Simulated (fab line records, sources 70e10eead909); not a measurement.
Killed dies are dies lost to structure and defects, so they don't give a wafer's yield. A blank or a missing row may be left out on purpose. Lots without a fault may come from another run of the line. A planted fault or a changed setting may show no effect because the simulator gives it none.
Problem report in the 8D (eight disciplines) form, filled by code | flow nand_harc | the parts of the form that need people (team, actions taken, sign-off) are left out

1. THE PROBLEM
raw_defect_count at NHARC_A_ZERO_WELL_INSPECT_17 reads a mean of 486 on 6 wafers of 2 lots; wafers without a fault read 11 with a standard deviation of 6.2. That is +77 standard deviations from the usual mean.
First seen on wafer L228.3, day 11 05:11, on defect_inspect-01. The record holds 39 wafers of 13 lots with a number at this step. Rule for "out", or "out of limits": more than 4 standard deviations from the usual mean. The other wafers with a number count as sound.

2. WHAT IT IS AND WHAT IT IS NOT
question                    | is                     | is not
which readings at this step | raw_defect_count       | -
which lots                  | L228, L230             | L217, L218, L219, L220, L221, L222, L223, L227, L238, L239, L240
which wafers of those lots  | all that have a number | -
read on which gauges        | defect_inspect-01      | defect_inspect-02
when                        | from day 11 05:11      | up to then (24 sound wafers); but 9 sound wafers of L238, L239, L240 came after

3. SUSPECTS, AND WHAT RULES EACH OUT
Counting: a tool at a process step up to the reading stays a suspect if it ran every lot that is out and no sound lot after the first of them.
- the gauge at NHARC_A_ZERO_WELL_INSPECT_17: kept. All the wafers that are out were read on defect_inspect-01, and no step on other tools shows them out.
- wet_bench-06 at NHARC_A_ZERO_WELL_PRECLEAN_22 (cleans in SC1, time 60 s): kept. It ran every lot that is out, first L228 (day 11 04:52), and no sound lot after that; its last sound lot up to then is L227 (day 10 20:53).
Left after counting: wet_bench-06 at NHARC_A_ZERO_WELL_PRECLEAN_22, defect_inspect-01 at NHARC_A_ZERO_WELL_INSPECT_17.

4. THE CAUSE (what the simulator had put in)
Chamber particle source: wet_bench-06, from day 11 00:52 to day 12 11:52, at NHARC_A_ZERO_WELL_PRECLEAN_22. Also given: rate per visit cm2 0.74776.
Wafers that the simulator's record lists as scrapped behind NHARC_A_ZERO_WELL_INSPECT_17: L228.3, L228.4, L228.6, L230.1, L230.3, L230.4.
Counting left 2 suspects, and this tool is among them.

5. THE CHAIN OF EFFECTS, in route order
Each row: a reading whose mean over the struck wafers that have a number lies more than 3 standard deviations from the usual. Only readings for which the record gives a usual standard deviation are gone through. hours: the time from each lot's start at the first step in this table that gives one to its start at this step, as a median over the lots. sigmas: the change in usual standard deviations.
hours | step                         | reading          | usual | on struck wafers | change | sigmas
0     | NHARC_A_ZERO_WELL_INSPECT_17 | raw_defect_count | 11    | 486              | +475   | +77

6. WHAT WOULD HAVE CAUGHT IT SOONER
In this record the first reading out of limits at a measuring or inspecting step was taken at day 11 05:11, 4 hours after the fault began at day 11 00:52.
Of the lots that are out (2), L230 began NHARC_A_ZERO_WELL_PRECLEAN_22 on wet_bench-06 after day 11 05:11. A hold on the tool at that time would have spared it.
